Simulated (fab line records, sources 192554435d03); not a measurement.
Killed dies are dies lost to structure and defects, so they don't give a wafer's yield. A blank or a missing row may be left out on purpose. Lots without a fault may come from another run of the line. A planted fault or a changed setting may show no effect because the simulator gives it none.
Chamber matching | flow n5_finfet | N5_BEOL_M0_CO_CAP_123 on cvd_co-01: 3 sister chambers
The step material Co, precursor CCTBA/H2, target thk 2 nm, time 102.1 s. 6 wafers are shown with their chamber, then 11 later ones without.

WAFERS WITH THEIR CHAMBER
wafer  | chamber | heater_power_outer_w (W) | heater_power_w (W)
L083.6 | 2       | 105                      | 204
L088.6 | 1       | 124                      | 251
L089.1 | 0       | 131                      | 256
L089.2 | 1       | 127                      | 246
L089.4 | 2       | 107                      | 204
L090.2 | 0       | 130                      | 245

WAFERS WITHOUT THEIR CHAMBER
wafer  | heater_power_outer_w (W) | heater_power_w (W)
L090.3 | 104                      | 200
L090.5 | 133                      | 250
L092.3 | 105                      | 197
L092.5 | 106                      | 201
L092.6 | 130                      | 248
L095.2 | 132                      | 257
L095.4 | 105                      | 203
L095.6 | 128                      | 253
L097.2 | 129                      | 250
L097.3 | 104                      | 204
L097.5 | 132                      | 249

WHICH CHAMBER EACH WENT THROUGH
wafer  | from the rows above     | in truth
L090.3 | 2                       | 2
L090.5 | 0                       | 0
L092.3 | 2                       | 2
L092.5 | 2                       | 2
L092.6 | 0                       | 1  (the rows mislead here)
L095.2 | 0                       | 0
L095.4 | 2                       | 2
L095.6 | can't be placed: 0 or 1 | 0
L097.2 | can't be placed: 0 or 1 | 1
L097.3 | 2                       | 2
L097.5 | 0                       | 0
Placed correctly: 8 of 11. Can't be placed from these rows: 2 (the true chamber is among the candidates in 2). Placed wrongly: 1.
How it was worked out, from the rows above alone: a wafer's distance from a chamber is the root of the sum, over the readings, of the square of ((its reading less the chamber's mean) divided by the reading's scatter). The wafer belongs to the nearest chamber; if the next one is less than 2 further off, it can't be placed. A chamber's mean is the mean of its shown wafers. The scatter: the root of (the sum of the squares of (reading less its chamber's mean) over the shown wafers, divided by (wafers less chambers)).
